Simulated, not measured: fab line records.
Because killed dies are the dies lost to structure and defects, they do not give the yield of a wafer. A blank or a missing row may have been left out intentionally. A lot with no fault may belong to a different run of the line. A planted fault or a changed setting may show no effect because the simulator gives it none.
fab line records	flow n5Finfet
record lots=24	wafers=72	lastDay=18
route steps=1938 shown BEOL_M7@1297 BEOL_M8@1335
lots that met no fault: from a run of the same line without faults
startH: the number of hours between the record's first day and the start of the first shown wafer of the lot	waitH: how many hours have passed since the lot's step before this one	" same as the row above	L1.1+2: a row that stands for several wafers	- no value, or no start was given	* or withheld: withheld	< > ~ a bound
route shown NAME@n: NAME is a module with steps in the file, n the number in the route of the first one	usual: mean and standard deviation over wafers with no fault	same: alike in all rows	chamber/n: place in a boat	sites: each site's reading	_std_site: the values' standard deviation	_edge_site: inner sites' mean taken away from outer sites' mean	radiusMm: for every site, how far away it sits from the centre of the wafer	mask NAME#n: copy n	behind: the most recent tool/chamber to have shaped the wafer	hold: reason for holding the lot/hours on hold/outcome of the hold	device: the n, p or np transistor that did not switch	end of line: tests of these same wafers at the route's end	step lacking rows: just its recipe	killed: not the wafer's yield, but the dies lost to structure and defects at the first sort	map: per-die view of a wafer (x killed, . not killed, _ where there is no die)
set.NAME: the setting the step ran with; set.NAME@STEP: the setting that earlier step ran with	model.NAME: the simulator's own value behind a step, which no gauge read
a sample of lots followed through the steps of the route, with each step as a table and each wafer as a row
services: when a tool's chamber went out of use (startH, in hours from the record's first day, below 0 if earlier), for how many hours, and the reason
## steps
# step N5_BEOL_M7_OVL_MEAS_29
# recipe pointsPerWafer=522
# usual V6_OVL=-0.3/0.68
lot.wafer	tool	chamber	startH	waitH	V6_OVL[nm]
L074.3	overlay-02	0	199.03	0.0	-0.6
L074.4	"	0	"	"	0.8
L074.6	"	0	"	"	-0.1
L075.1	overlay-02	0	202.89	0.0	-0.8
L075.3	"	0	"	"	-1.0
L075.5	"	0	"	"	-1.4
L076.3	overlay-02	0	213.64	0.0	0.6
L076.5	"	0	"	"	0.8
L076.6	"	0	"	"	0.4
L077.1	overlay-02	0	220.38	0.0	-1.2
L077.2	"	0	"	"	-0.2
L077.6	"	0	"	"	-0.2
L078.3	overlay-02	0	223.35	0.0	0.0
L078.5	"	0	"	"	-0.9
L078.6	"	0	"	"	-0.9
L079.2	overlay-02	0	240.26	0.1	0.3
L079.3	"	0	"	"	0.6
L079.6	"	0	"	"	-0.1
L081.1	overlay-02	0	243.09	0.0	1.0
L081.3	"	0	"	"	1.3
L081.6	"	0	"	"	-0.5
L080.1	overlay-02	0	243.42	0.0	-0.2
L080.2	"	0	"	"	-0.4
L080.3	"	0	"	"	-0.6
L082.4	overlay-02	0	250.94	0.0	-1.1
L082.5	"	0	"	"	-0.5
L082.6	"	0	"	"	-0.3
L083.3	overlay-02	0	253.68	0.0	0.0
L083.4	"	0	"	"	0.2
L083.6	"	0	"	"	-0.8
L084.1	overlay-01	0	261.24	0.0	-0.1
L084.4	"	0	"	"	-0.7
L084.6	"	0	"	"	-1.4
L085.2	overlay-02	0	280.12	0.0	-0.1
L085.3	"	0	"	"	-0.8
L085.4	"	0	"	"	-0.1
L086.1	overlay-02	0	280.16	0.0	0.0
L086.2	"	0	"	"	0.0
L086.3	"	0	"	"	0.0
L087.1	overlay-02	0	280.20	0.0	0.2
L087.4	"	0	"	"	-1.3
L087.5	"	0	"	"	0.5
L089.3	overlay-02	0	301.75	0.0	0.4
L089.4	"	0	"	"	0.3
L089.6	"	0	"	"	-0.1
L088.1	overlay-01	0	303.61	0.0	-0.4
L088.3	"	0	"	"	-0.4
L088.6	"	0	"	"	-1.7
L090.2	overlay-01	0	304.06	0.0	-0.4
L090.4	"	0	"	"	-1.4
L090.6	"	0	"	"	-1.0
L093.2	overlay-01	0	306.95	0.0	-0.2
L093.4	"	0	"	"	-0.6
L093.5	"	0	"	"	0.0
L091.2	overlay-02	0	309.83	0.0	-1.5
L091.4	"	0	"	"	-0.5
L091.5	"	0	"	"	-0.3
L096.2	overlay-01	0	342.97	0.0	-0.8
L096.4	"	0	"	"	-0.4
L096.6	"	0	"	"	-1.4
L092.1	overlay-01	0	349.79	0.0	-0.4
L092.2	"	0	"	"	-0.7
L092.5	"	0	"	"	0.1
L094.3	overlay-01	0	353.00	0.0	0.0
L094.4	"	0	"	"	-0.6
L094.5	"	0	"	"	1.1
L097.2	overlay-02	0	353.16	0.0	0.0
L097.3	"	0	"	"	0.4
L097.5	"	0	"	"	-0.3
L095.2	overlay-02	0	353.33	0.0	-0.9
L095.3	"	0	"	"	-0.2
L095.5	"	0	"	"	0.5
# step N5_BEOL_M7_INSPECT_30
# recipe mode=adi	inspectInstrument=brightfield
# usual rawDefectCount=433/82
lot.wafer	tool	chamber	startH	waitH	rawDefectCount
L074.3	defectInspect-02	-	199.08	0.0	278
L074.4	"	-	"	"	302
L074.6	"	-	"	"	296
L075.1	defectInspect-02	-	202.95	0.1	525
L075.3	"	-	"	"	477
L075.5	"	-	"	"	490
L076.3	defectInspect-02	-	213.68	0.0	617
L076.5	"	-	"	"	568
L076.6	"	-	"	"	614
L077.1	defectInspect-01	-	220.44	0.1	443
L077.2	"	-	"	"	298
L077.6	"	-	"	"	323
L078.3	defectInspect-01	-	223.40	0.0	340
L078.5	"	-	"	"	258
L078.6	"	-	"	"	398
L079.2	defectInspect-02	-	240.32	0.0	414
L079.3	"	-	"	"	425
L079.6	"	-	"	"	415
L081.1	defectInspect-02	-	243.15	0.1	421
L081.3	"	-	"	"	430
L081.6	"	-	"	"	314
L080.1	defectInspect-01	-	243.48	0.1	423
L080.2	"	-	"	"	399
L080.3	"	-	"	"	430
L082.4	defectInspect-01	-	250.98	0.0	514
L082.5	"	-	"	"	545
L082.6	"	-	"	"	455
L083.3	defectInspect-01	-	253.73	0.0	529
L083.4	"	-	"	"	417
L083.6	"	-	"	"	411
L084.1	defectInspect-02	-	261.30	0.1	456
L084.4	"	-	"	"	405
L084.6	"	-	"	"	662
L085.2	defectInspect-02	-	280.17	0.0	369
L085.3	"	-	"	"	402
L085.4	"	-	"	"	402
L086.1	defectInspect-02	-	280.22	0.1	475
L086.2	"	-	"	"	504
L086.3	"	-	"	"	410
L087.1	defectInspect-02	-	280.26	0.1	420
L087.4	"	-	"	"	396
L087.5	"	-	"	"	438
L089.3	defectInspect-02	-	301.80	0.0	458
L089.4	"	-	"	"	475
L089.6	"	-	"	"	446
L088.1	defectInspect-02	-	303.67	0.1	460
L088.3	"	-	"	"	479
L088.6	"	-	"	"	521
L090.2	defectInspect-01	-	304.11	0.0	393
L090.4	"	-	"	"	439
L090.6	"	-	"	"	405
L093.2	defectInspect-02	-	307.00	0.0	484
L093.4	"	-	"	"	577
L093.5	"	-	"	"	560
L091.2	defectInspect-01	-	309.89	0.1	290
L091.4	"	-	"	"	364
L091.5	"	-	"	"	488
L096.2	defectInspect-01	-	343.02	0.0	386
L096.4	"	-	"	"	351
L096.6	"	-	"	"	484
L092.1	defectInspect-01	-	349.85	0.1	514
L092.2	"	-	"	"	297
L092.5	"	-	"	"	389
L094.3	defectInspect-02	-	353.04	0.0	547
L094.4	"	-	"	"	352
L094.5	"	-	"	"	560
L097.2	defectInspect-01	-	353.21	0.0	470
L097.3	"	-	"	"	440
L097.5	"	-	"	"	406
L095.2	defectInspect-01	-	353.38	0.0	360
L095.3	"	-	"	"	296
L095.5	"	-	"	"	444
# step N5_BEOL_M8_PECVD_70
# recipe material=SiO2	targetThkA=200	tempC=400	precursor=TEOS/O2	pressureTorr=5.5	rfW=450	teosFlowSccm=53.8	gas=O2	flowSccm=3000	timeS=22.7
# usual chamberPressureTorr=5.501/0.014	heaterPowerW=742/67	showerheadPlenumPTorr=8.80/0.059	throttleValvePct=21.8/0.99
lot.wafer	tool	chamber	startH	waitH	chamberPressureTorr	heaterPowerW	showerheadPlenumPTorr	throttleValvePct
L074.3	pecvd-03	1	202.91	0.1	5.524	689	8.64	21.7
L074.4	"	0	"	"	5.504	749	8.85	21.7
L074.6	"	1	"	"	5.511	697	8.66	21.8
L075.1	pecvd-01	2	207.21	0.0	5.509	747	8.78	20.6
L075.3	"	1	"	"	5.486	854	8.79	23.6
L075.5	"	2	"	"	5.500	759	8.79	20.4
L076.3	pecvd-01	0	219.27	0.0	5.498	730	8.82	21.9
L076.5	"	0	"	"	5.519	713	8.86	21.9
L076.6	"	2	"	"	5.491	746	8.78	20.7
L077.1	pecvd-04	1	224.03	0.0	5.486	814	8.84	22.9
L077.2	"	2	"	"	5.475	780	8.80	20.9
L077.6	"	1	"	"	5.490	799	8.81	23.0
L078.3	pecvd-01	0	227.07	0.0	5.485	665	8.84	22.0
L078.5	"	1	"	"	5.492	845	8.81	23.5
L078.6	"	2	"	"	5.490	723	8.79	20.5
L079.2	pecvd-01	0	245.92	0.0	5.523	683	8.81	22.0
L079.3	"	2	"	"	5.513	743	8.77	20.6
L079.6	"	0	"	"	5.529	713	8.83	22.2
L081.1	pecvd-01	1	247.12	0.0	5.469	803	8.77	23.6
L081.3	"	2	"	"	5.499	736	8.77	20.7
L081.6	"	0	"	"	5.475	698	8.83	21.8
L080.1	pecvd-03	0	248.40	0.0	5.525	787	8.84	21.5
L080.2	"	2	"	"	5.492	692	8.80	21.1
L080.3	"	1	"	"	5.484	700	8.68	21.6
L082.4	pecvd-04	2	256.46	0.1	5.507	683	8.81	20.9
L082.5	"	0	"	"	5.507	755	8.90	21.1
L082.6	"	1	"	"	5.518	864	8.82	23.0
L083.3	pecvd-01	2	258.26	0.0	5.512	669	8.77	20.6
L083.4	"	2	"	"	5.511	690	8.77	20.5
L083.6	"	1	"	"	5.506	859	8.80	23.6
L084.1	pecvd-04	2	267.43	0.0	5.508	788	8.79	21.1
L084.4	"	0	"	"	5.479	752	8.89	21.0
L084.6	"	0	"	"	5.481	741	8.87	21.3
L085.2	pecvd-03	2	285.99	0.0	5.484	681	8.79	21.0
L085.3	"	0	"	"	5.490	738	8.83	21.3
L085.4	"	2	"	"	5.498	701	8.80	20.9
L086.1	pecvd-04	2	286.39	0.0	5.522	703	8.83	20.7
L086.2	"	1	"	"	5.473	830	8.82	23.2
L086.3	"	0	"	"	5.519	715	8.89	21.1
L087.1	pecvd-01	2	286.41	0.0	5.485	747	8.80	21.0
L087.4	"	1	"	"	5.510	904	8.77	23.9
L087.5	"	0	"	"	5.498	727	8.82	21.9
L089.3	pecvd-01	0	306.23	0.0	5.510	691	8.82	21.8
L089.4	"	0	"	"	5.510	678	8.83	22.0
L089.6	"	2	"	"	5.505	758	8.78	21.2
L088.1	pecvd-04	0	306.91	0.0	5.484	717	8.88	21.0
L088.3	"	2	"	"	5.519	761	8.83	21.0
L088.6	"	1	"	"	5.483	822	8.86	22.9
L090.2	pecvd-03	2	309.65	0.0	5.510	633	8.77	21.3
L090.4	"	1	"	"	5.512	704	8.64	21.8
L090.6	"	0	"	"	5.483	743	8.82	21.5
L093.2	pecvd-01	0	312.14	0.0	5.520	680	8.81	22.2
L093.4	"	0	"	"	5.504	696	8.84	21.7
L093.5	"	2	"	"	5.490	680	8.80	20.7
L091.2	pecvd-04	1	313.63	0.0	5.526	848	8.82	22.8
L091.4	"	2	"	"	5.525	667	8.81	20.8
L091.5	"	1	"	"	5.500	841	8.85	23.1
L096.2	pecvd-01	2	347.30	0.0	5.499	749	8.78	21.2
L096.4	"	1	"	"	5.499	873	8.77	23.7
L096.6	"	2	"	"	5.525	739	8.81	21.1
L092.1	pecvd-04	0	354.87	0.0	5.498	661	8.88	21.1
L092.2	"	2	"	"	5.531	744	8.81	21.2
L092.5	"	0	"	"	5.515	674	8.88	21.4
L097.2	pecvd-01	0	356.73	0.0	5.489	681	8.83	21.9
L097.3	"	2	"	"	5.492	621	8.80	21.2
L097.5	"	0	"	"	5.498	710	8.85	21.8
L094.3	pecvd-03	2	356.86	0.0	5.513	748	8.78	21.4
L094.4	"	2	"	"	5.521	741	8.79	21.3
L094.5	"	1	"	"	5.499	699	8.65	21.9
L095.2	pecvd-03	1	357.16	0.0	5.510	702	8.65	21.9
L095.3	"	0	"	"	5.480	796	8.86	21.7
L095.5	"	1	"	"	5.523	700	8.64	21.8
# step N5_BEOL_M8_DESCUM_16
# recipe chemistry=O2	timeS=7.9	sourcePowerW=50	biasPowerW=20	pressureMtorr=20	rfFrequencyHz=2.712e+07	tempC=40	resist=CAR-ArF	o2FlowSccm=225
# usual drypumpMotorCurrentA=5.7/0.47	oesProductAu=0.77/0.055	rfVppV=242.7/1.5	showerheadPlenumPTorr=2.07/0.084	throttleValvePct=20.41/0.11
lot.wafer	tool	chamber	startH	waitH	drypumpMotorCurrentA	oesProductAu	rfHoursCounterH	rfVppV	showerheadPlenumPTorr	throttleValvePct
L074.3	rieDiel-02	1	204.41	0.2	6.1	0.75	151	242.5	1.99	20.42
L074.4	"	0	"	"	5.2	0.69	204	244.1	2.06	20.42
L074.6	"	0	"	"	5.2	0.68	-	243.3	2.06	20.41
L075.1	rieDiel-02	3	209.70	0.2	5.9	0.76	146	244.6	2.19	20.14
L075.3	"	1	"	"	6.1	0.76	154	241.0	1.99	20.42
L075.5	"	0	"	"	5.2	0.70	-	243.2	2.06	20.40
L076.3	rieDiel-01	3	221.27	0.4	6.2	0.77	129	241.4	2.02	20.41
L076.5	"	3	"	"	6.2	0.77	-	240.8	2.02	20.42
L076.6	"	2	"	"	5.6	0.76	-	242.7	2.10	20.45
L077.1	rieDiel-01	2	225.34	0.0	5.6	0.76	144	242.5	2.10	20.47
L077.2	"	1	"	"	5.1	0.91	14	244.3	2.25	20.47
L077.6	"	2	"	"	5.6	0.76	-	243.7	2.10	20.48
L078.3	rieDiel-02	0	228.51	0.0	5.2	0.68	214	242.3	2.06	20.41
L078.5	"	0	"	"	5.2	0.68	-	243.0	2.06	20.43
L078.6	"	1	"	"	6.1	0.75	-	241.2	1.99	20.44
L079.2	rieDiel-01	3	246.86	0.0	6.2	0.75	140	240.6	2.02	20.45
L079.3	"	1	"	"	5.1	0.89	23	244.4	2.25	20.47
L079.6	"	0	"	"	6.2	0.81	-	242.1	2.02	20.38
L081.1	rieDiel-02	3	249.82	0.0	5.9	0.74	161	243.4	2.18	20.18
L081.3	"	2	"	"	5.7	0.85	71	243.0	2.01	20.43
L081.6	"	3	"	"	5.9	0.74	-	243.2	2.18	20.17
L080.1	rieDiel-04	3	250.54	0.0	5.5	0.81	73	242.6	2.12	20.42
L080.2	"	2	"	"	4.7	0.83	71	242.2	2.11	20.19
L080.3	"	1	"	"	5.4	0.74	166	242.5	2.00	20.51
L082.4	rieDiel-01	1	258.26	0.3	5.0	0.88	-	245.8	2.24	20.50
L082.5	"	3	"	"	6.2	0.76	-	241.0	2.01	20.41
L082.6	"	0	"	"	6.2	0.80	-	241.0	2.02	20.38
L083.3	rieDiel-02	3	259.60	0.0	5.9	0.74	166	244.8	2.18	20.18
L083.4	"	1	"	"	6.2	0.74	171	241.9	1.98	20.45
L083.6	"	3	"	"	5.9	0.75	-	245.6	2.18	20.17
L084.1	rieDiel-02	1	268.65	0.1	6.1	0.73	174	242.6	1.98	20.46
L084.4	"	2	"	"	5.7	0.84	79	242.4	2.01	20.46
L084.6	"	2	"	"	5.7	0.84	-	242.2	2.01	20.44
L085.2	rieDiel-01	1	290.68	0.0	5.0	0.87	37	244.7	2.24	20.51
L085.3	"	0	"	"	6.2	0.80	105	242.5	2.01	20.40
L085.4	"	3	"	"	6.2	0.75	154	239.4	2.01	20.46
L086.1	rieDiel-02	0	290.90	0.0	5.2	0.66	231	241.2	2.05	20.46
L086.2	"	2	"	"	5.7	0.83	83	242.9	2.01	20.45
L086.3	"	3	"	"	5.9	0.73	173	245.7	2.18	20.19
L087.1	rieDiel-01	1	291.07	0.0	5.0	0.86	37	246.3	2.24	20.51
L087.4	"	3	"	"	6.2	0.75	154	241.1	2.01	20.46
L087.5	"	1	"	"	5.0	0.86	-	245.6	2.24	20.50
L089.3	rieDiel-04	0	308.14	0.1	6.1	0.82	85	241.3	2.01	20.28
L089.4	"	2	"	"	4.7	0.82	89	243.7	2.11	20.21
L089.6	"	0	"	"	6.1	0.81	-	240.0	2.01	20.26
L088.1	rieDiel-01	1	308.66	0.4	5.0	0.85	45	243.8	2.24	20.50
L088.3	"	0	"	"	6.2	0.78	113	240.1	2.01	20.39
L088.6	"	0	"	"	6.2	0.79	-	242.6	2.01	20.39
L090.2	rieDiel-04	1	311.42	0.2	5.4	0.72	182	241.3	1.99	20.53
L090.4	"	3	"	"	5.5	0.80	92	242.7	2.11	20.44
L090.6	"	2	"	"	4.7	0.83	-	241.7	2.11	20.22
L093.2	rieDiel-04	0	314.13	0.0	6.1	0.80	87	244.4	2.01	20.26
L093.4	"	2	"	"	4.7	0.81	92	244.2	2.11	20.21
L093.5	"	2	"	"	4.7	0.81	-	244.3	2.11	20.22
L091.2	rieDiel-01	3	314.63	0.0	6.2	0.74	160	241.2	2.01	20.46
L091.4	"	1	"	"	5.0	0.85	47	244.6	2.24	20.53
L091.5	"	0	"	"	6.2	0.78	-	240.6	2.01	20.42
L096.2	rieDiel-01	2	349.99	0.2	5.6	0.74	178	242.9	2.09	20.50
L096.4	"	1	"	"	5.0	0.84	58	246.4	2.23	20.52
L096.6	"	0	"	"	6.2	0.77	-	241.0	2.01	20.43
L092.1	rieDiel-01	3	356.42	0.6	6.1	0.73	173	242.1	2.00	20.48
L092.2	"	2	"	"	5.7	0.73	180	242.9	2.09	20.50
L092.5	"	0	"	"	6.2	0.77	-	241.3	2.01	20.43
L097.2	rieDiel-04	0	359.11	0.2	6.1	0.80	101	241.5	2.00	20.28
L097.3	"	3	"	"	5.5	0.79	106	243.8	2.11	20.46
L097.5	"	2	"	"	4.7	0.80	-	241.7	2.10	20.22
L094.3	rieDiel-01	2	359.23	0.0	5.7	0.73	182	242.8	2.09	20.53
L094.4	"	1	"	"	5.0	0.82	62	244.9	2.23	20.53
L094.5	"	2	"	"	5.6	0.73	-	243.8	2.09	20.53
L095.2	rieDiel-02	1	360.02	0.1	6.1	0.71	204	241.7	1.97	20.50
L095.3	"	3	"	"	5.9	0.71	196	244.6	2.17	20.24
L095.5	"	1	"	"	6.1	0.71	-	241.3	1.97	20.50
# step N5_BEOL_M8_ETCH_62
# recipe chemistry=N2/H2	target=SOC	targetDepthA=1100	overetchA=220	maskMaterial=SiARC	tempC=40	timeS=165	ionEnergyEv=200	pressureMtorr=30	sourceW=840	biasW=150	n2FlowSccm=200	h2FlowSccm=200
# usual biasW=150.0/0.44	drypumpMotorCurrentA=5.7/0.47	n2FlowSccm=200.0/0.6	oesProductAu=0.66/0.043	rfVppV=523.3/2.6	showerheadPlenumPTorr=2.52/0.091	throttleValvePct=17.82/0.21
lot.wafer	tool	chamber	startH	waitH	biasW	drypumpMotorCurrentA	n2FlowSccm	oesProductAu	rfHoursCounterH	rfVppV	showerheadPlenumPTorr	throttleValvePct
L074.3	rieDiel-02	1	204.51	0.0	150.3	6.2	200.3	0.63	151	521.7	2.42	17.76
L074.4	"	0	"	"	150.1	5.2	200.4	0.60	204	523.5	2.52	18.00
L074.6	"	0	"	"	149.8	5.3	200.1	0.60	-	523.6	2.52	18.00
L075.1	rieDiel-02	3	209.79	0.0	150.2	5.9	199.4	0.64	146	527.2	2.66	17.52
L075.3	"	1	"	"	149.8	6.2	200.5	0.63	154	521.3	2.42	17.77
L075.5	"	0	"	"	150.3	5.2	200.5	0.60	-	522.6	2.52	18.01
L076.3	rieDiel-01	3	221.36	0.0	149.9	6.2	199.8	0.65	129	520.4	2.45	17.76
L076.5	"	3	"	"	149.3	6.2	200.7	0.65	-	521.5	2.45	17.74
L076.6	"	2	"	"	151.1	5.6	199.5	0.64	-	524.2	2.56	17.98
L077.1	rieDiel-01	2	225.43	0.0	150.1	5.6	200.0	0.64	144	524.4	2.56	17.96
L077.2	"	1	"	"	149.9	5.0	198.6	0.76	14	528.6	2.70	17.62
L077.6	"	2	"	"	150.3	5.6	200.8	0.64	-	523.9	2.56	17.97
L078.3	rieDiel-02	0	228.60	0.0	150.1	5.2	199.5	0.59	214	523.4	2.52	18.01
L078.5	"	0	"	"	150.7	5.2	201.6	0.59	-	522.8	2.52	18.01
L078.6	"	1	"	"	150.4	6.1	200.2	0.63	-	519.7	2.42	17.79
L079.2	rieDiel-01	3	246.95	0.0	149.8	6.2	200.6	0.64	140	522.0	2.44	17.77
L079.3	"	1	"	"	149.9	5.0	199.9	0.75	23	528.8	2.69	17.66
L079.6	"	0	"	"	149.3	6.3	199.6	0.68	-	522.1	2.45	17.70
L081.1	rieDiel-02	3	249.91	0.0	149.9	5.9	199.8	0.63	161	525.8	2.65	17.56
L081.3	"	2	"	"	149.9	5.7	199.6	0.71	71	523.1	2.49	18.22
L081.6	"	3	"	"	150.4	5.9	199.4	0.63	-	526.5	2.65	17.56
L080.1	rieDiel-04	3	250.63	0.0	149.6	5.5	199.7	0.70	73	524.5	2.55	17.64
L080.2	"	2	"	"	149.8	4.8	200.7	0.72	71	523.5	2.58	17.57
L080.3	"	1	"	"	150.6	5.4	200.0	0.64	166	520.6	2.45	18.14
L082.4	rieDiel-01	1	258.40	0.1	149.8	5.1	200.2	0.74	-	527.1	2.69	17.66
L082.5	"	3	"	"	149.8	6.2	200.4	0.64	-	521.0	2.44	17.77
L082.6	"	0	"	"	150.2	6.2	199.8	0.67	-	522.1	2.45	17.71
L083.3	rieDiel-02	3	259.69	0.0	150.0	5.9	200.3	0.63	166	526.7	2.65	17.57
L083.4	"	1	"	"	150.3	6.2	199.8	0.63	171	520.9	2.41	17.80
L083.6	"	3	"	"	149.6	5.9	200.2	0.63	-	524.5	2.65	17.58
L084.1	rieDiel-02	1	268.74	0.0	149.7	6.2	199.5	0.62	174	520.7	2.41	17.82
L084.4	"	2	"	"	150.6	5.7	200.2	0.70	79	522.4	2.48	18.22
L084.6	"	2	"	"	150.2	5.7	201.2	0.70	-	520.6	2.48	18.23
L085.2	rieDiel-01	1	290.77	0.0	150.4	5.0	200.0	0.72	37	528.1	2.69	17.67
L085.3	"	0	"	"	150.0	6.3	200.2	0.67	105	520.8	2.44	17.74
L085.4	"	3	"	"	150.5	6.2	200.7	0.63	154	521.4	2.44	17.78
L086.1	rieDiel-02	0	290.99	0.0	149.8	5.2	199.5	0.58	231	522.4	2.51	18.04
L086.2	"	2	"	"	148.9	5.7	199.2	0.70	83	521.2	2.48	18.24
L086.3	"	3	"	"	149.8	5.9	200.2	0.62	173	527.7	2.65	17.58
L087.1	rieDiel-01	1	291.16	0.0	150.1	5.0	200.4	0.72	37	528.3	2.69	17.67
L087.4	"	3	"	"	150.4	6.2	200.1	0.62	154	519.9	2.44	17.79
L087.5	"	1	"	"	149.5	5.0	199.8	0.73	-	527.8	2.69	17.67
L089.3	rieDiel-04	0	308.23	0.0	150.3	6.1	200.0	0.69	85	520.4	2.46	17.71
L089.4	"	2	"	"	149.3	4.7	199.7	0.70	89	525.4	2.57	17.59
L089.6	"	0	"	"	149.9	6.1	199.8	0.69	-	522.0	2.46	17.71
L088.1	rieDiel-01	1	308.75	0.0	150.9	5.0	201.1	0.71	45	529.8	2.68	17.68
L088.3	"	0	"	"	149.6	6.2	201.9	0.67	113	523.1	2.44	17.77
L088.6	"	0	"	"	149.9	6.2	199.8	0.66	-	520.6	2.44	17.77
L090.2	rieDiel-04	1	311.51	0.0	150.1	5.4	199.3	0.62	182	520.0	2.44	18.17
L090.4	"	3	"	"	149.7	5.5	200.3	0.68	92	524.3	2.55	17.66
L090.6	"	2	"	"	149.9	4.7	200.0	0.70	-	526.0	2.57	17.59
L093.2	rieDiel-04	0	314.22	0.0	149.7	6.1	199.4	0.68	87	522.7	2.45	17.72
L093.4	"	2	"	"	150.4	4.8	199.9	0.71	92	523.6	2.57	17.60
L093.5	"	2	"	"	150.4	4.7	198.8	0.70	-	525.3	2.57	17.60
L091.2	rieDiel-01	3	314.72	0.0	150.3	6.2	199.8	0.63	160	519.9	2.43	17.80
L091.4	"	1	"	"	150.0	5.0	199.3	0.72	47	527.3	2.68	17.67
L091.5	"	0	"	"	150.3	6.2	200.9	0.65	-	522.8	2.44	17.75
L096.2	rieDiel-01	2	350.08	0.0	150.1	5.6	198.9	0.62	178	524.3	2.54	18.02
L096.4	"	1	"	"	149.8	5.0	200.5	0.70	58	527.1	2.68	17.70
L096.6	"	0	"	"	150.1	6.3	200.6	0.65	-	520.8	2.43	17.79
L092.1	rieDiel-01	3	356.51	0.0	150.1	6.1	199.2	0.62	173	521.5	2.43	17.81
L092.2	"	2	"	"	149.1	5.6	199.7	0.61	180	524.9	2.54	18.04
L092.5	"	0	"	"	149.6	6.3	199.6	0.65	-	521.5	2.43	17.77
L097.2	rieDiel-04	0	359.21	0.0	149.6	6.1	198.6	0.66	101	522.3	2.45	17.76
L097.3	"	3	"	"	150.4	5.5	200.4	0.67	106	524.9	2.54	17.68
L097.5	"	2	"	"	149.3	4.7	200.0	0.69	-	524.5	2.56	17.63
L094.3	rieDiel-01	2	359.32	0.0	149.8	5.6	200.2	0.62	182	523.9	2.54	18.02
L094.4	"	1	"	"	149.5	5.0	199.6	0.70	62	526.4	2.68	17.73
L094.5	"	2	"	"	149.7	5.6	201.1	0.61	-	524.7	2.54	18.04
L095.2	rieDiel-02	1	360.11	0.0	150.8	6.2	200.7	0.60	204	520.0	2.40	17.87
L095.3	"	3	"	"	149.4	5.9	200.0	0.60	197	527.1	2.64	17.64
L095.5	"	1	"	"	150.7	6.2	200.1	0.60	-	520.9	2.40	17.86
# step N5_BEOL_M8_DEGAS_44
# recipe ambient=vacuum	tempC=250	timeS=60
# usual heaterPowerW=331/35
lot.wafer	tool	chamber	startH	waitH	heaterPowerW
L074.3	pvdSputter-03	-	206.75	0.2	412
L074.4	"	-	"	"	302
L074.6	"	-	"	"	359
L075.1	pvdSputter-02	-	214.75	0.3	338
L075.3	"	-	"	"	284
L075.5	"	-	"	"	329
L076.3	pvdSputter-03	-	227.26	2.4	417
L076.5	"	-	"	"	401
L076.6	"	-	"	"	360
L077.1	pvdSputter-03	-	228.14	0.8	306
L077.2	"	-	"	"	402
L077.6	"	-	"	"	401
L078.3	pvdSputter-02	-	230.83	0.5	290
L078.5	"	-	"	"	336
L078.6	"	-	"	"	308
L079.2	pvdSputter-03	-	250.27	0.6	360
L079.3	"	-	"	"	304
L079.6	"	-	"	"	401
L081.1	pvdSputter-02	-	251.84	0.3	333
L081.3	"	-	"	"	280
L081.6	"	-	"	"	324
L080.1	pvdSputter-03	-	254.63	0.3	304
L080.2	"	-	"	"	417
L080.3	"	-	"	"	346
L082.4	pvdSputter-02	-	261.50	1.4	335
L082.5	"	-	"	"	318
L082.6	"	-	"	"	284
L083.3	pvdSputter-01	-	262.72	0.4	356
L083.4	"	-	"	"	338
L083.6	"	-	"	"	319
L084.1	pvdSputter-02	-	271.48	0.4	283
L084.4	"	-	"	"	333
L084.6	"	-	"	"	315
L085.2	pvdSputter-02	-	294.01	0.8	323
L085.3	"	-	"	"	345
L085.4	"	-	"	"	279
L087.1	pvdSputter-02	-	294.19	0.8	287
L087.4	"	-	"	"	322
L087.5	"	-	"	"	347
L086.1	pvdSputter-02	-	294.37	0.6	345
L086.2	"	-	"	"	335
L086.3	"	-	"	"	308
L089.3	pvdSputter-03	-	310.94	0.2	414
L089.4	"	-	"	"	308
L089.6	"	-	"	"	412
L088.1	pvdSputter-03	-	311.73	0.3	355
L088.3	"	-	"	"	319
L088.6	"	-	"	"	363
L090.2	pvdSputter-01	-	314.72	0.6	305
L090.4	"	-	"	"	342
L090.6	"	-	"	"	312
L093.2	pvdSputter-02	-	317.78	1.0	311
L093.4	"	-	"	"	341
L093.5	"	-	"	"	335
L091.2	pvdSputter-02	-	318.14	1.0	287
L091.4	"	-	"	"	319
L091.5	"	-	"	"	314
L096.2	pvdSputter-02	-	355.70	0.3	349
L096.4	"	-	"	"	284
L096.6	"	-	"	"	333
L092.1	pvdSputter-02	-	359.86	0.6	326
L092.2	"	-	"	"	280
L092.5	"	-	"	"	314
L097.2	pvdSputter-03	-	365.89	0.3	302
L097.3	"	-	"	"	413
L097.5	"	-	"	"	353
L094.3	pvdSputter-02	-	365.93	0.2	312
L094.4	"	-	"	"	329
L094.5	"	-	"	"	313
L095.2	pvdSputter-03	-	366.21	0.3	409
L095.3	"	-	"	"	348
L095.5	"	-	"	"	360
## services
tool	chamber	startH	hours	kind
pecvd-01	2	187.71	5.5	scheduledDown
rieDiel-01	-	196.61	0.9	repair
rieDiel-04	3	198.02	17.3	repair
rieDiel-02	2	220.41	6.5	repair
rieDiel-04	1	221.06	3.8	repair
rieDiel-01	2	231.74	9.0	repair
pecvd-04	2	233.81	14.8	repair
pecvd-04	-	237.05	0.8	repair
pecvd-03	-	255.45	3.2	repair
pecvd-03	0	264.70	12.5	repair
pecvd-04	-	264.72	2.1	repair
pvdSputter-01	-	272.12	7.8	repair
rieDiel-04	1	279.28	15.5	repair
pecvd-03	0	286.79	6.2	repair
pecvd-03	1	289.53	4.4	repair
rieDiel-01	3	303.58	4.3	repair
pecvd-01	0	318.38	5.5	scheduledDown
rieDiel-04	1	320.36	8.2	repair
pvdSputter-01	-	353.12	1.8	repair
rieDiel-02	0	353.56	-	clean
rieDiel-02	0	353.56	-	consumableReplace:focusRing
rieDiel-02	0	353.56	21.8	scheduledDown
rieDiel-02	0	353.56	21.8	ventCycle
rieDiel-04	-	354.93	2.8	pm
## key
fault none
